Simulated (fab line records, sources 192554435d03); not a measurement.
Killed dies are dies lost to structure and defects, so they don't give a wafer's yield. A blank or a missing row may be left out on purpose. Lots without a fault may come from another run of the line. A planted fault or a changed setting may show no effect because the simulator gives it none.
Chamber matching | flow n5_finfet | N5_BEOL_M10_DESCUM_16 on rie_diel-06: 4 sister chambers
The step chemistry O2, time 7.9 s. 4 wafers are shown with their chamber, then 8 later ones without.

WAFERS WITH THEIR CHAMBER
wafer  | chamber | showerhead_plenum_p_Torr (Torr)
L084.5 | 0       | 2.16
L087.3 | 1       | 2.03
L089.6 | 3       | 1.98
L091.2 | 2       | 2.13

WAFERS WITHOUT THEIR CHAMBER
wafer  | showerhead_plenum_p_Torr (Torr)
L091.5 | 2.02
L091.6 | 1.98
L096.1 | 2.16
L096.2 | 1.97
L096.5 | 2.16
L097.3 | 2.16
L097.4 | 2.12
L097.5 | 2.16

WHICH CHAMBER EACH WENT THROUGH
wafer  | from the rows above | in truth
L091.5 | 1                   | 1
L091.6 | 3                   | 3
L096.1 | 0                   | 0
L096.2 | 3                   | 3
L096.5 | 0                   | 0
L097.3 | 0                   | 0
L097.4 | 2                   | 2
L097.5 | 0                   | 0
Placed correctly: 8 of 8. Can't be placed from these rows: 0. Placed wrongly: 0.
How it was worked out, from the rows above alone: a wafer's distance from a chamber is the root of the sum, over the readings, of the square of ((its reading less the chamber's mean) divided by the reading's scatter). The wafer belongs to the nearest chamber; if the next one is less than 2 further off, it can't be placed. A chamber's mean is the mean of its shown wafers. The scatter: with one shown wafer a chamber, the root of the mean of the squares of how far each hidden wafer lies from its nearest shown one.
